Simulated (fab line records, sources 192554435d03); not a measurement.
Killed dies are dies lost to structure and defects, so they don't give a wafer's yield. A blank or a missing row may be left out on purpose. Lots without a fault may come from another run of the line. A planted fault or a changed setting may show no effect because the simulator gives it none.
fab line records | flow n5_finfet
record lots=7 wafers=21
route steps=1938 shown BEOL_M5@1116 BEOL_M7@1266 BEOL_M8@1370 BEOL_M10@1496 BEOL_M11@1579
start_h: hours from the record's first day to the start of the lot's first wafer shown | wait_h: hours since the lot's step before | " the same as in the row above | L1.1+2: a row that stands for several wafers | - no value, or no start given | * or withheld: withheld | < > ~ a bound
route shown NAME@n: a module of which the file shows steps, and the number in the route of the first | usual: mean/standard deviation of fault-free wafers | same: alike in all rows | chamber/n: place in a boat | sites: the reading at each site | _std_site: their standard deviation | _edge_site: outer sites' mean less inner sites' | radius_mm: how far each site lies from the wafer's centre | mask NAME#n: copy n | behind: the tool/chamber that last shaped the wafer | hold: why the lot was held/for how many hours/how that ended | device: the transistor (n, p or np) that didn't switch | end of line: the same wafers' tests at the end of the route | a step without rows: its recipe alone | killed: dies lost to structure and defects at the first sort, not the wafer's yield | map: a wafer's dies, x killed, . not, _ none there
set.NAME: the setting as run; set.NAME@STEP: as run at that earlier step | model.NAME: the simulator's own value behind a step, which no gauge read
lots whose settings were changed on purpose; a table a step, a row a wafer
## steps
# step N5_BEOL_M5_HM_DEP_02
# recipe material=TiN target_thk_a=200 temp_c=25 chamber_pressure_pa=0.49996
# columns lot.wafer tool chamber start_h wait_h set.target_thk_a model.TiN_of_BEOL_M5_HM_DEP_02.thk_nm
L075.1+4 pvd_sputter-01 - 190.60 0.8 200 20
L075.3 " - " " 200 19.8
L076.1+6 pvd_sputter-02 - 194.46 1.7 200 20
L076.2 " - " " 200 19.8
L077.2+6 pvd_sputter-03 - 198.48 1.9 219.8 22.2
L077.5 " - " " 200 20
L080.4+5+6 pvd_sputter-02 - 217.81 0.9 175.1 17.8
L087.1 pvd_sputter-03 - 252.19 0.5 200 20
L087.2 " - " " 213.4 21.4
L087.4 " - " " 200 19.6
L089.2 pvd_sputter-02 - 266.70 0.7 225.9 22.4
L089.3 " - " " 225.9 23
L089.5 " - " " 225.9 22.6
L090.1 pvd_sputter-01 - 278.20 0.7 200 20
L090.2+4 " - " " 223.4 22
# step N5_BEOL_M5_COAT_59
# recipe resist=SOC temp_c=250 time_s=60 spin_rpm=1500 resist_thk_nm=60
# step N5_BEOL_M5_COAT_60
# recipe resist=SiARC temp_c=220 time_s=60 spin_rpm=1500 resist_thk_nm=12
# step N5_BEOL_M5_STRIP_73
# recipe chemistry=N2/H2 temp_c=40 n2_flow_sccm=200 h2_flow_sccm=200 rf_frequency_hz=6e+07
# step N5_BEOL_M5_STRIP_64
# recipe chemistry=CF4 resist=SiARC power_w=300 bias_power_w=75 pressure_mtorr=50 cf4_flow_sccm=150 rf_frequency_hz=6e+07
# step N5_BEOL_M5_HM_OPEN_17
# recipe chemistry=Cl2/BCl3 target_depth_a=200 overetch_a=60 target=TiN mask_material=SOC ion_energy_ev=150 pressure_mtorr=10 icp_w=1000 bias_w=126 Cl2_flow_sccm=53.25 bcl3_flow_sccm=21.75 Ar_flow_sccm=25
# columns lot.wafer tool chamber start_h wait_h set.target_thk_a@BEOL_M5_HM_DEP_02 model.etch.depth_nm
L075.1 rie_metal-02 0 191.36 0.0 200 19.97
L075.3 " 1 " " 200 19.79
L075.4 " 0 " " 200 20.08
L076.1 rie_metal-02 0 195.63 0.0 200 19.94
L076.2 " 1 " " 200 19.78
L076.6 " 1 " " 200 19.93
L077.2 rie_metal-02 0 199.28 0.0 219.8 22.14
L077.5 " 0 " " 200 20.09
L077.6 " 1 " " 219.8 22.26
L080.4 rie_metal-02 0 218.87 0.1 175.1 17.79
L080.5 " 1 " " 175.1 17.84
L080.6 " 0 " " 175.1 17.78
L087.1 rie_metal-03 1 253.18 0.0 200 20.06
L087.2 " 0 " " 213.4 21.49
L087.4 " 0 " " 200 19.69
L089.2 rie_metal-01 0 267.50 0.0 225.9 22.49
L089.3 " 1 " " 225.9 22.91
L089.5 " 0 " " 225.9 22.59
L090.1 rie_metal-01 1 278.96 0.0 200 20.01
L090.2 " 0 " " 223.4 22.09
L090.4 " 1 " " 223.4 22.07
# step N5_BEOL_M5_ETCH_41
# recipe chemistry=CH3F/O2 target=SiCN target_depth_a=315 taper_deg=2 time_s=56.7 ion_energy_ev=120 mask_material=TiN pressure_mtorr=30 source_w=395 bias_w=75 Ar_flow_sccm=150 CH3F_flow_sccm=30 O2_flow_sccm=20
# usual rf_vpp_V=297.2/1.5
# columns lot.wafer tool chamber start_h wait_h set.source_w rf_vpp_V model.etch.depth_nm
L075.1 rie_diel-03 0 - - 395 297.1 21.34
L075.3 " 1 " " 395 298.7 21.73
L075.4 " 3 " " 395 297.3 20.91
L076.1 rie_diel-04 0 - - 395 295.4 20.72
L076.2 " 3 " " 395 299.8 21.13
L076.6 " 2 " " 330.4 316.4 19.95
L077.2 rie_diel-02 3 - - 395 295.2 21.95
L077.5 " 0 " " 395 297.9 21.46
L077.6 " 2 " " 329.5 315.0 20.28
L080.4 rie_diel-02 0 - - 349.4 309.9 20.23
L080.5 " 2 " " 395 297.1 21.65
L080.6 " 3 " " 395 294.9 21.59
L087.1 rie_diel-02 3 - - 395 294.7 21.84
L087.2 " 0 " " 449.7 285.8 22.22
L087.4 " 1 " " 449.7 284.1 22.69
L089.2 rie_diel-04 2 - - 333.3 315.7 19.94
L089.3 " 0 " " 395 295.2 21.01
L089.5 " 0 " " 395 295.1 21.09
L090.1 rie_diel-03 0 - - 395 296.6 21.44
L090.2 " 2 " " 331.1 312.5 19.84
L090.4 " 3 " " 395 297.4 20.98
# step N5_BEOL_M7_PECVD_70
# recipe material=SiO2 target_thk_a=200 temp_c=400 precursor=TEOS/O2 pressure_torr=5.5 rf_w=450 teos_flow_sccm=53.8 gas=O2 flow_sccm=3000 time_s=22.7
# columns lot.wafer tool chamber start_h wait_h set.temp_c model.SiO2_of_BEOL_M7_PECVD_70.thk_nm
L075.1 pecvd-04 0 211.16 0.0 400 19.6
L075.3 " 1 " " 400 20.2
L075.4 " 0 " " 400 20
L076.1 pecvd-04 1 216.33 0.0 400 20.4
L076.2 " 0 " " 384.2 21.8
L076.6 " 0 " " 384.2 22.2
L077.2+6 pecvd-04 1,0 217.08 0.0 400 19.6
L077.5 " 1 " " 400 19.8
L080.4 pecvd-01 0 239.54 0.1 400 20
L080.5 " 2 " " 395.4 21
L080.6 " 1 " " 395.4 20.8
L087.1+4 pecvd-01 0 270.95 0.0 400 20.2
L087.2 " 2 " " 400 19.8
L089.2 pecvd-03 0 285.02 0.0 400 19.6
L089.3 " 1 " " 415.6 18
L089.5 " 1 " " 400 20
L090.1+2 pecvd-04 0,1 298.46 0.0 400 19.6
L090.4 " 0 " " 415.6 17.6
# step N5_BEOL_M7_HM_DEP_02
# recipe material=TiN target_thk_a=200 temp_c=25 chamber_pressure_pa=0.49996
# columns lot.wafer tool chamber start_h wait_h set.target_thk_a model.TiN_of_BEOL_M7_HM_DEP_02.thk_nm
L075.1+3 pvd_sputter-02 - 211.59 0.4 200 20.2
L075.4 " - " " 200 20.6
L076.1 pvd_sputter-03 - 217.56 1.2 200 20
L076.2 " - " " 200 19.8
L076.6 " - " " 180.6 18.2
L077.2 pvd_sputter-03 - 217.84 0.7 175.7 17.2
L077.5 " - " " 200 19.8
L077.6 " - " " 175.7 17.6
L080.4 pvd_sputter-02 - 241.29 1.7 182.8 18.6
L080.5 " - " " 182.8 18.4
L080.6 " - " " 200 20.4
L087.1 pvd_sputter-01 - 272.12 1.2 200 20.4
L087.2 " - " " 200 20.2
L087.4 " - " " 190 18.8
L089.2 pvd_sputter-03 - 286.21 1.2 182.7 18.4
L089.3 " - " " 182.7 18.2
L089.5 " - " " 200 19.8
L090.1 pvd_sputter-03 - 300.14 1.7 184.4 18.8
L090.2 " - " " 200 20
L090.4 " - " " 200 19.8
# step N5_BEOL_M7_COAT_59
# recipe resist=SOC temp_c=250 time_s=60 spin_rpm=1500 resist_thk_nm=100
# step N5_BEOL_M7_COAT_60
# recipe resist=SiARC temp_c=220 time_s=60 spin_rpm=1500 resist_thk_nm=35
# step N5_BEOL_M7_STRIP_68
# recipe chemistry=N2/H2 temp_c=40 n2_flow_sccm=200 h2_flow_sccm=200 rf_frequency_hz=6e+07
# step N5_BEOL_M7_STRIP_67
# recipe chemistry=CF4 resist=SiARC power_w=300 bias_power_w=75 pressure_mtorr=50 cf4_flow_sccm=150 rf_frequency_hz=6e+07
# step N5_BEOL_M7_HM_OPEN_17
# recipe chemistry=Cl2/BCl3 target_depth_a=200 overetch_a=60 target=TiN mask_material=SOC ion_energy_ev=150 pressure_mtorr=10 icp_w=1000 bias_w=126 Cl2_flow_sccm=53.25 bcl3_flow_sccm=21.75 Ar_flow_sccm=25
# columns lot.wafer tool chamber start_h wait_h set.target_thk_a@BEOL_M7_HM_DEP_02 model.etch.depth_nm
L075.1 rie_metal-03 0 212.33 0.0 200 20.18
L075.3 " 0 " " 200 20.12
L075.4 " 1 " " 200 20.6
L076.1 rie_metal-03 0 218.30 0.0 200 20.06
L076.2 " 1 " " 200 19.75
L076.6 " 1 " " 180.6 18.13
L077.2 rie_metal-03 0 218.87 0.0 175.7 17.3
L077.5 " 0 " " 200 19.88
L077.6 " 1 " " 175.7 17.59
L080.4 rie_metal-01 0 242.46 0.1 182.8 18.52
L080.5 " 1 " " 182.8 18.44
L080.6 " 0 " " 200 20.37
L087.1 rie_metal-02 1 273.00 0.0 200 20.33
L087.2 " 0 " " 200 20.28
L087.4 " 1 " " 190 18.82
L089.2 rie_metal-01 0 287.21 0.0 182.7 18.37
L089.3 " 1 " " 182.7 18.18
L089.5 " 1 " " 200 19.77
L090.1 rie_metal-01 1 301.00 0.0 184.4 18.73
L090.2 " 0 " " 200 20.03
L090.4 " 1 " " 200 19.9
# step N5_BEOL_M7_DESCUM_33
# recipe chemistry=O2 time_s=7 source_power_w=50 bias_power_w=20 pressure_mtorr=20 rf_frequency_hz=2.712e+07 temp_c=40 resist=CAR-EUV o2_flow_sccm=225
# columns lot.wafer tool chamber start_h wait_h set.time_s model.CAR-EUV_of_BEOL_M7_COAT_22.thk_nm
L075.1+3 rie_diel-04 2,0 213.54 0.0 7 26.2
L075.4 " 1 " " 7 26
L076.1 rie_diel-03 2 219.05 0.0 6.582 26.4
L076.2 " 1 " " 7 26.2
L076.6 " 2 " " 6.582 26.2
L077.2 rie_diel-04 1 220.21 0.6 7 26.2
L077.5 " 1 " " 7.831 25.6
L077.6 " 2 " " 7 26
L080.4+5+6 rie_diel-04 2,3,0 243.74 0.0 7.558 25.8
L087.1+2 rie_diel-03 0,1 274.54 0.0 7 26
L087.4 " 3 " " 8.079 25.6
L089.2+3+5 rie_diel-02 3,1,1 292.92 0.5 5.704 26.8
L090.1 rie_diel-02 1 302.79 0.0 7 26.2
L090.2 " 3 " " 7 26
L090.4 " 0 " " 7.469 25.8
# step N5_BEOL_M7_ETCH_72
# recipe chemistry=N2/H2 target=underlayer target_depth_a=65 mask_material=CAR-EUV time_s=5.2 ion_energy_ev=200 pressure_mtorr=30 source_w=840 bias_w=150 n2_flow_sccm=200 h2_flow_sccm=200 ends=cleared
# columns lot.wafer tool chamber start_h wait_h set.time_s@BEOL_M7_DESCUM_33 model.CAR-EUV_of_BEOL_M7_COAT_22.thk_nm
L075.1+3+4 rie_diel-04 2,0,1 213.58 0.0 7 20.4
L076.1+6 rie_diel-03 2 219.08 0.0 6.582 20.6
L076.2 " 1 " " 7 20.6
L077.2+6 rie_diel-04 1,2 220.24 0.0 7 20.4
L077.5 " 1 " " 7.831 20
L080.4+5+6 rie_diel-04 2,3,0 243.77 0.0 7.558 20
L087.1+2 rie_diel-03 0,1 274.58 0.0 7 20.4
L087.4 " 3 " " 8.079 19.8
L089.2+3 rie_diel-02 3,1 292.95 0.0 5.704 21
L089.5 " 1 " " 5.704 21.2
L090.1+2 rie_diel-02 1,3 302.82 0.0 7 20.4
L090.4 " 0 " " 7.469 20
# step N5_BEOL_M7_ETCH_65
# recipe chemistry=CF4 target=SiARC target_depth_a=156 mask_material=CAR-EUV time_s=26 ion_energy_ev=80 pressure_mtorr=40 source_w=545 bias_w=36 Ar_flow_sccm=100 cf4_flow_sccm=100 ends=cleared
# columns lot.wafer tool chamber start_h wait_h set.time_s@BEOL_M7_DESCUM_33 model.CAR-EUV_of_BEOL_M7_COAT_22.thk_nm
L075.1+3+4 rie_diel-04 2,0,1 213.60 0.0 7 11.2
L076.1+6 rie_diel-03 2 219.10 0.0 6.582 11.4
L076.2 " 1 " " 7 11.4
L077.2 rie_diel-04 1 220.26 0.0 7 11.2
L077.5 " 1 " " 7.831 10.8
L077.6 " 2 " " 7 11
L080.4+5+6 rie_diel-04 2,3,0 243.79 0.0 7.558 10.8
L087.1+2 rie_diel-03 0,1 274.59 0.0 7 11.2
L087.4 " 3 " " 8.079 10.6
L089.2+3 rie_diel-02 3,1 292.97 0.0 5.704 11.8
L089.5 " 1 " " 5.704 12
L090.1+2 rie_diel-02 1,3 302.84 0.0 7 11.2
L090.4 " 0 " " 7.469 10.8
# step N5_BEOL_M7_VIA_ETCH_34
# recipe chemistry=C4F6/O2 target=SiCOH_lowk target_depth_a=1255 mask_material=SOC taper_deg=4 time_s=50.5 ion_energy_ev=250 pressure_mtorr=30 source_w=345 bias_w=185 Ar_flow_sccm=300 C4F6_flow_sccm=10 O2_flow_sccm=10
# usual rf_vpp_V=666/13
# columns lot.wafer tool chamber start_h wait_h set.source_w rf_vpp_V
L075.1 rie_diel-04 2 213.72 0.0 345 652
L075.3 " 0 " " 345 654
L075.4 " 1 " " 345 677
L076.1 rie_diel-03 2 219.23 0.0 345 666
L076.2 " 1 " " 345 683
L076.6 " 2 " " 345 665
L077.2 rie_diel-04 1 220.39 0.0 327.1 694
L077.5 " 1 " " 327.1 696
L077.6 " 2 " " 345 652
L080.4 rie_diel-04 2 243.92 0.0 311.3 688
L080.5 " 3 " " 345 655
L080.6 " 0 " " 345 655
L087.1 rie_diel-03 0 274.72 0.0 297.3 746
L087.2 " 1 " " 297.3 736
L087.4 " 3 " " 345 654
L089.2 rie_diel-02 3 293.10 0.0 345 664
L089.3 " 1 " " 345 656
L089.5 " 1 " " 345 656
L090.1 rie_diel-02 1 302.97 0.0 345 657
L090.2 " 3 " " 345 663
L090.4 " 0 " " 297 722
# step N5_BEOL_M8_ETCH_65
# recipe chemistry=CF4 target=SiARC target_depth_a=156 mask_material=CAR-EUV time_s=26 ion_energy_ev=80 pressure_mtorr=40 source_w=545 bias_w=36 Ar_flow_sccm=100 cf4_flow_sccm=100 ends=cleared
# usual etch_rf_on_time_s=25.9/0.41 rf_vpp_V=183.8/1.2
# columns lot.wafer tool chamber start_h wait_h set.source_w etch_rf_on_time_s rf_vpp_V
L075.1 rie_diel-06 1 222.39 0.0 545 25.9 183.1
L075.3 " 3 " " 545 27.2 182.6
L075.4 " 2 " " 545 25.9 185.9
L076.1 rie_diel-06 2 231.33 0.0 545 25.5 184.8
L076.2 " 1 " " 545 25.7 182.7
L076.6 " 2 " " 504.1 27.5 190.0
L077.2 rie_diel-05 0 231.85 0.0 545 25.8 184.2
L077.5 " 0 " " 586.2 24.1 177.9
L077.6 " 2 " " 586.2 23.7 179.9
L080.4 rie_diel-06 1 251.73 0.0 545 25.9 183.1
L080.5 " 1 " " 545 25.6 183.3
L080.6 " 0 " " 545 25.6 184.1
L087.1 rie_diel-05 3 282.50 0.0 545 25.6 186.6
L087.2 " 2 " " 545 25.5 185.5
L087.4 " 0 " " 545 26.0 185.0
L089.2 rie_diel-01 0 299.45 0.0 545 26.2 183.2
L089.3 " 2 " " 587.2 23.8 178.6
L089.5 " 1 " " 545 26.1 184.2
L090.1 rie_diel-06 2 312.41 0.0 545 25.7 186.3
L090.2 " 3 " " 545 26.4 185.4
L090.4 " 0 " " 628 22.5 175.1
# step N5_BEOL_M10_COAT_22
# recipe resist=CAR-ArF spin_rpm=1500 resist_thk_nm=90
# columns lot.wafer tool chamber start_h wait_h set.spin_rpm model.CAR-ArF_of_BEOL_M10_COAT_22.thk_nm
L075.1+3+4 litho_track-01 0 - - 1500 90.2
L076.1+6 litho_track-04 0 - - 1500 89.8
L076.2 " 0 " " 1500 90
L077.2 litho_track-05 0 - - 1660 85.6
L077.5 " 0 " " 1500 90.4
L077.6 " 0 " " 1500 90.6
L080.4+6 litho_track-05 0 - - 1575 87.6
L080.5 " 0 " " 1500 89.8
L087.1 litho_track-05 0 - - 1500 90
L087.2+4 " 0 " " 1500 90.2
L089.2+5 litho_track-01 0 - - 1444 91.6
L089.3 " 0 " " 1500 90
L090.1 litho_track-05 0 - - 1423 92.4
L090.2 " 0 " " 1423 92.8
L090.4 " 0 " " 1500 90.2
# step N5_BEOL_M10_EXPOSE_25
# recipe mask_id=V9 na=1.35 source_shape=annular sigma_inner=0.5 sigma_outer=0.8 polarization=unpolarized dose_mj=85.5
# columns lot.wafer tool chamber start_h wait_h mask set.dose_mj
L075.1+3+4 arfi_scanner-02 0 240.60 - V9#0 85.5
L076.1+6 arfi_scanner-03 0 248.99 - V9#0 85.5
L076.2 " 0 " " V9#0 81.28
L077.2+6 arfi_scanner-02 0 249.17 - V9#0 80.58
L077.5 " 0 " " V9#0 85.5
L080.4 arfi_scanner-01 0 274.12 - V9#0 85.5
L080.5+6 " 0 " " V9#0 88.41
L087.1+2+4 arfi_scanner-02 0 299.40 - V9#0 85.5
L089.2+3 arfi_scanner-01 0 315.18 - V9#0 80.28
L089.5 " 0 " " V9#0 85.5
L090.1+4 arfi_scanner-01 0 330.50 - V9#0 85.5
L090.2 " 0 " " V9#0 90.95
# step N5_BEOL_M10_PEB_26
# recipe peb_temp_c=withheld peb_time_s=60 resist=CAR-ArF
# step N5_BEOL_M10_DEVELOP_27
# recipe develop_time_s=30 developer=TMAH resist=CAR-ArF rinse_liquid=diw dry=air_spin dev_temp_c=23
# columns lot.wafer tool chamber start_h wait_h set.spin_rpm@BEOL_M10_COAT_22 model.CAR-ArF_of_BEOL_M10_COAT_22.thk_nm
L075.1+4 litho_track-04 0 - - 1500 88.6
L075.3 " 0 " " 1500 88.4
L076.1+6 litho_track-04 0 - - 1500 88
L076.2 " 0 " " 1500 88.4
L077.2 litho_track-01 0 - - 1660 83.8
L077.5 " 0 " " 1500 88.6
L077.6 " 0 " " 1500 88.8
L080.4+6 litho_track-05 0 - - 1575 86
L080.5 " 0 " " 1500 88.2
L087.1 litho_track-04 0 - - 1500 88.2
L087.2 " 0 " " 1500 88.6
L087.4 " 0 " " 1500 88.4
L089.2+5 litho_track-04 0 - - 1444 90
L089.3 " 0 " " 1500 88.4
L090.1 litho_track-04 0 - - 1423 90.6
L090.2 " 0 " " 1423 91
L090.4 " 0 " " 1500 88.6
# step N5_BEOL_M10_CD_MEAS_28
# recipe target_cd_nm=70 landing_energy_ev=500 detector=se_inlens polarity=opening
# usual cd_nm=70.4/1
# columns lot.wafer tool chamber start_h wait_h set.dose_mj@BEOL_M10_EXPOSE_25 cd_nm
L075.1 cd_sem-02 0 240.73 - 85.5 71.2
L075.3 " 0 " " 85.5 70.7
L075.4 " 0 " " 85.5 69.8
L076.1 cd_sem-03 0 249.12 - 85.5 71.1
L076.2 " 0 " " 81.28 66.3
L076.6 " 0 " " 85.5 71.6
L077.2 cd_sem-03 0 249.29 - 80.58 66.7
L077.5 " 0 " " 85.5 69.2
L077.6 " 0 " " 80.58 65.0
L080.4 cd_sem-02 0 274.23 - 85.5 68.9
L080.5 " 0 " " 88.41 70.7
L080.6 " 0 " " 88.41 72.2
L087.1 cd_sem-02 0 299.53 - 85.5 69.5
L087.2 " 0 " " 85.5 70.3
L087.4 " 0 " " 85.5 70.3
L089.2 cd_sem-01 0 315.30 - 80.28 66.6
L089.3 " 0 " " 80.28 65.8
L089.5 " 0 " " 85.5 70.0
L090.1 cd_sem-01 0 330.63 - 85.5 70.6
L090.2 " 0 " " 90.95 75.1
L090.4 " 0 " " 85.5 71.5
# step N5_BEOL_M10_ETCH_41
# recipe chemistry=CH3F/O2 target=SiCN target_depth_a=426 taper_deg=2 time_s=86 ion_energy_ev=120 mask_material=TiN pressure_mtorr=30 source_w=395 bias_w=75 Ar_flow_sccm=150 CH3F_flow_sccm=30 O2_flow_sccm=20
# usual rf_vpp_V=297.2/1.5
# columns lot.wafer tool chamber start_h wait_h set.source_w rf_vpp_V
L075.1 rie_diel-05 2 - - 395 298.1
L075.3 " 0 " " 395 295.8
L075.4 " 0 " " 395 294.4
L076.1 rie_diel-06 3 - - 395 293.8
L076.2 " 0 " " 395 297.9
L076.6 " 0 " " 395 296.8
L077.2 rie_diel-01 1 - - 415.8 291.5
L077.5 " 1 " " 415.8 291.8
L077.6 " 0 " " 415.8 289.6
L080.4 rie_diel-01 0 - - 395 294.8
L080.5 " 1 " " 395 297.3
L080.6 " 2 " " 395 296.9
L087.1 rie_diel-05 0 - - 395 295.5
L087.2 " 1 " " 460.6 281.9
L087.4 " 2 " " 395 299.1
L089.2 rie_diel-06 2 - - 436 290.8
L089.3 " 3 " " 395 299.4
L089.5 " 2 " " 436 289.8
L090.1 rie_diel-05 2 - - 395 299.6
L090.2 " 0 " " 395 295.0
L090.4 " 1 " " 395 295.4
# step N5_BEOL_M11_ETCH_41
# recipe chemistry=CH3F/O2 target=SiCN target_depth_a=426 taper_deg=2 time_s=86 ion_energy_ev=120 mask_material=TiN pressure_mtorr=30 source_w=395 bias_w=75 Ar_flow_sccm=150 CH3F_flow_sccm=30 O2_flow_sccm=20
# columns lot.wafer tool chamber start_h wait_h set.time_s model.etch.depth_nm
L075.1 rie_diel-02 2 - - 86 32.47
L075.3 " 1 " " 86 32.88
L075.4 " 3 " " 86 33.04
L076.1 rie_diel-03 3 - - 92.02 34.23
L076.2 " 0 " " 86 32.43
L076.6 " 2 " " 92.02 34.51
L077.2 rie_diel-03 3 - - 86 32.27
L077.5 " 1 " " 86 32.89
L077.6 " 2 " " 67.06 25.34
L080.4 rie_diel-02 1 - - 86 32.9
L080.5 " 3 " " 97.96 37.09
L080.6 " 2 " " 86 32.56
L087.1 rie_diel-03 0 - - 86 32.78
L087.2 " 1 " " 86 33.09
L087.4 " 2 " " 86 32.15
L089.2 rie_diel-03 2 - - 86 32.26
L089.3 " 3 " " 86 32.06
L089.5 " 2 " " 86 32.36
L090.1 rie_diel-04 2 - - 100.9 37.8
L090.2 " 3 " " 86 31.71
L090.4 " 0 " " 86 33.29
## key
split step=N5_BEOL_M5_HM_DEP_02 setting=target_thk_a stated=200 by=wafer
response step=N5_BEOL_M5_HM_DEP_02 reading=model.TiN_of_BEOL_M5_HM_DEP_02.thk_nm change=+0.2 per=1% r=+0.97
response step=N5_BEOL_M5_HM_OPEN_17 reading=model.etch.depth_nm change=+0.2 per=1% r=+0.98
split step=N5_BEOL_M5_ETCH_41 setting=source_w stated=395 by=wafer
response step=N5_BEOL_M5_ETCH_41 reading=rf_vpp_V change=-1.08 per=1% r=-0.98
response step=N5_BEOL_M5_ETCH_41 reading=model.etch.depth_nm change=+0.0755 per=1% r=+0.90
split step=N5_BEOL_M7_PECVD_70 setting=temp_c stated=400 by=wafer
response step=N5_BEOL_M7_PECVD_70 reading=model.SiO2_of_BEOL_M7_PECVD_70.thk_nm change=-0.468 per=1% r=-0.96
split step=N5_BEOL_M7_HM_DEP_02 setting=target_thk_a stated=200 by=wafer
response step=N5_BEOL_M7_HM_DEP_02 reading=model.TiN_of_BEOL_M7_HM_DEP_02.thk_nm change=+0.191 per=1% r=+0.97
response step=N5_BEOL_M7_HM_OPEN_17 reading=model.etch.depth_nm change=+0.195 per=1% r=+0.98
split step=N5_BEOL_M7_DESCUM_33 setting=time_s stated=7 by=wafer
response step=N5_BEOL_M7_DESCUM_33 reading=model.CAR-EUV_of_BEOL_M7_COAT_22.thk_nm change=-0.032 per=1% r=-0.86
response step=N5_BEOL_M7_ETCH_72 reading=model.CAR-EUV_of_BEOL_M7_COAT_22.thk_nm change=-0.0363 per=1% r=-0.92
response step=N5_BEOL_M7_ETCH_65 reading=model.CAR-EUV_of_BEOL_M7_COAT_22.thk_nm change=-0.0337 per=1% r=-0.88
split step=N5_BEOL_M7_VIA_ETCH_34 setting=source_w stated=345 by=wafer
response step=N5_BEOL_M7_VIA_ETCH_34 reading=rf_vpp_V change=-5.16 per=1% r=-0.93
split step=N5_BEOL_M8_ETCH_65 setting=source_w stated=545 by=wafer
response step=N5_BEOL_M8_ETCH_65 reading=etch_rf_on_time_s change=* per=1% r=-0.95
response step=N5_BEOL_M8_ETCH_65 reading=rf_vpp_V change=-0.714 per=1% r=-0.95
split step=N5_BEOL_M10_COAT_22 setting=spin_rpm stated=1500 by=wafer
response step=N5_BEOL_M10_COAT_22 reading=model.CAR-ArF_of_BEOL_M10_COAT_22.thk_nm change=-0.455 per=1% r=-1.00
response step=N5_BEOL_M10_DEVELOP_27 reading=model.CAR-ArF_of_BEOL_M10_COAT_22.thk_nm change=-0.45 per=1% r=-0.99
split step=N5_BEOL_M10_EXPOSE_25 setting=dose_mj stated=85.5 by=wafer
response step=N5_BEOL_M10_CD_MEAS_28 reading=cd_nm change=+0.694 per=1% r=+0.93
split step=N5_BEOL_M10_ETCH_41 setting=source_w stated=395 by=wafer
response step=N5_BEOL_M10_ETCH_41 reading=rf_vpp_V change=-0.911 per=1% r=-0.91
split step=N5_BEOL_M11_ETCH_41 setting=time_s stated=86 by=wafer
response step=N5_BEOL_M11_ETCH_41 reading=model.etch.depth_nm change=+0.317 per=1% r=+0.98
